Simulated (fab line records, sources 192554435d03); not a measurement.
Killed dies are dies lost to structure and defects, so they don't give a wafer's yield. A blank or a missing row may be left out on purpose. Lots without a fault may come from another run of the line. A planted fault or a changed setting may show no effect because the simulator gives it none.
A struck lot beside a sound one | flow n5_finfet | 18 steps out of a route of 1938
Sound: wafers L804.1, L804.5, L804.6. Struck: wafers L808.2, L808.6. (L808.1 of the same lot was not struck and is left out.) The cause comes at the end.
At each step with rows: each side's tool, then ch and its chambers, then its first start. Under that, the readings that differ: sound wafers | struck wafers | difference of the means | sigmas: that difference in standard deviations of wafers without a fault.
alike: readings whose means differ by less than 2 such deviations, and words and numbers that are the same on both sides. not compared: withheld readings, readings that some wafer has no value for, bounds like >300 that may hide the same value, and numbers for which the record gives no deviation and whose values overlap.
The two part at a step that has a row with sigmas, a row that says differs or no value, or rows on one side only. Numbers that don't overlap but have no deviation are shown without sigmas and don't part them. A reading that every wafer of one side lacks parts them only if that side has two wafers or more.

N5_PASSIVATION_STRIP_14: strips in O2.
  sound on rie_diel-02 ch 1,3, day 13 04:01; struck on rie_diel-03 ch 0, day 15 03:31
  reading                     | sound       | struck  | difference | sigmas
  drypump_motor_current_A (A) | 5.5 5.7 5.6 | 6.7 6.8 | +1.2       | +3
  alike: oes_product_au, rf_vpp_V, showerhead_plenum_p_Torr, throttle_valve_pct
  not compared: rf_hours_counter_h
N5_PASSIVATION_ETCH_15: etches SiCN in CF4/N2, target depth 75 nm, time 81.2 s.
  sound on rie_diel-02 ch 1,3; struck on rie_diel-03 ch 0
  reading                     | sound             | struck      | difference | sigmas
  drypump_motor_current_A (A) | 5.6 5.7 5.6       | 6.8 6.7     | +1.1       | +2
  throttle_valve_pct (%)      | 15.15 15.26 15.16 | 15.57 15.58 | +0.38      | +2
  alike: cf4_flow_sccm, mfc_ar_sccm, oes_product_au, rf_vpp_V, showerhead_plenum_p_Torr
  not compared: rf_hours_counter_h
then, 2 steps without rows for these wafers: N5_PASSIVATION_STRIP_73 (strips in post etch residue remover, time 60 s); N5_PASSIVATION_SRD_17 (time 30 s, dry time 30 s).
N5_PASSIVATION_DEGAS_18: time 60 s.
  sound on pvd_sputter-03, day 13 04:48; struck on pvd_sputter-01, day 15 03:45
  alike: heater_power_w
N5_PASSIVATION_PRE_CLEAN_19:
  sound on pvd_sputter-03, day 13 04:50; struck on pvd_sputter-01, day 15 03:47
  alike: heater_power_w
then, 1 step without rows for these wafers: N5_PASSIVATION_SPUTTER_20 (material TaN, target thk 50 nm).
N5_PASSIVATION_AL_DEP_21: deposits Al, target thk 2800 nm, time 170 s.
  sound on pvd_sputter-03, day 13 04:59; struck on pvd_sputter-01, day 15 03:56
  alike: throttle_valve_pct
then, 4 steps without rows for these wafers: N5_PASSIVATION_HMDS_23 (time 60 s); N5_PASSIVATION_COAT_24; N5_PASSIVATION_EBR_26; N5_PASSIVATION_SOFTBAKE_25 (time 90 s).
N5_PASSIVATION_EXPOSE_27: exposes mask PAD, defocus 0 nm.
  sound on krf_scanner-01 ch 0, day 13 05:17; struck on krf_scanner-01 ch 0, day 15 04:14
  alike: mask
then, 3 steps without rows for these wafers: N5_PASSIVATION_PEB_28; N5_PASSIVATION_DEVELOP_29 (develop time 60 s); N5_PASSIVATION_HARDBAKE_31 (time 120 s).
N5_PASSIVATION_CD_MEAS_30: target cd 4000 nm.
  sound on cd_sem-03 ch 0, day 13 05:27; struck on cd_sem-03 ch 0, day 15 04:24
  reading    | sound                | struck        | difference | sigmas
  cd_nm (nm) | 4001.8 4001.6 4001.9 | 4009.6 4010.9 | +8.5       | +4
N5_PASSIVATION_OVL_MEAS_63:
  sound on overlay-01 ch 0, day 13 05:29; struck on overlay-02 ch 0, day 15 04:26
  alike: PAD_OVL

WHERE THEY PART
First at N5_PASSIVATION_STRIP_14; last, within this record, at N5_PASSIVATION_CD_MEAS_30. Later steps at which nothing parts them and some readings are alike: N5_PASSIVATION_OVL_MEAS_63.

WHY: what the simulator had put in
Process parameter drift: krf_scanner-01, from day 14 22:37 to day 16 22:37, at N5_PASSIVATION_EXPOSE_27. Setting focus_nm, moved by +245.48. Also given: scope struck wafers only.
